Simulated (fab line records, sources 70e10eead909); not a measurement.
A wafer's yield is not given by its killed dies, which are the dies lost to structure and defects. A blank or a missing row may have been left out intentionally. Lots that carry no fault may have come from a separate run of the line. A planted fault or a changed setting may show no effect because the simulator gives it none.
Matching of chambers / flow nand harc / NHARC_P_CONTACT_STRIP_29 on wet bench-03 has 8 sister chambers
The step strips in post etch residue remover, time 1200 s. 8 wafers are shown with their chamber, then 7 later ones without.

## WAFERS WITH THEIR CHAMBER
wafer=L219.5; chamber=4; temp c (C)=72.64
wafer=L219.6; chamber=0; temp c (C)=72.35
wafer=L221.2; chamber=3; temp c (C)=72.52
wafer=L228.3; chamber=2; temp c (C)=72.53
wafer=L228.5; chamber=1; temp c (C)=72.54
wafer=L228.6; chamber=7; temp c (C)=72.40
wafer=L225.4; chamber=5; temp c (C)=72.70
wafer=L225.5; chamber=6; temp c (C)=72.49

## WAFERS WHOSE CHAMBER IS MISSING
wafer=L225.6; temp c (C)=72.70
wafer=L231.1; temp c (C)=72.42
wafer=L231.3; temp c (C)=72.52
wafer=L231.5; temp c (C)=72.48
wafer=L230.4; temp c (C)=72.41
wafer=L230.5; temp c (C)=72.69
wafer=L230.6; temp c (C)=72.47

## WHICH CHAMBER EACH ONE RAN IN
wafer=L225.6; from the rows above=5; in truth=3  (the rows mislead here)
wafer=L231.1; from the rows above=7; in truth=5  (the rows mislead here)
wafer=L231.3; from the rows above=can't be placed: 3 or 2 or 1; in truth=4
wafer=L231.5; from the rows above=6; in truth=6
wafer=L230.4; from the rows above=7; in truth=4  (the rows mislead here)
wafer=L230.5; from the rows above=5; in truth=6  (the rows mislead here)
wafer=L230.6; from the rows above=6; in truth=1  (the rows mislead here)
Correctly placed: 1 of 7. Not placeable from these rows: 1 (in 0, the candidates include the true chamber). 5 placed wrongly.
How it was worked out, from the rows above alone: a wafer's distance from a chamber is the root of the sum, over the readings, of the square of ((its reading less the chamber's mean) divided by the reading's scatter). The wafer belongs to the nearest chamber; if the next one is less than 2 further off, it can't be placed. The mean given for a chamber averages the wafers shown for that chamber. The scatter: root of mean squared gap, hidden wafer to nearest shown wafer, with one shown wafer a chamber.
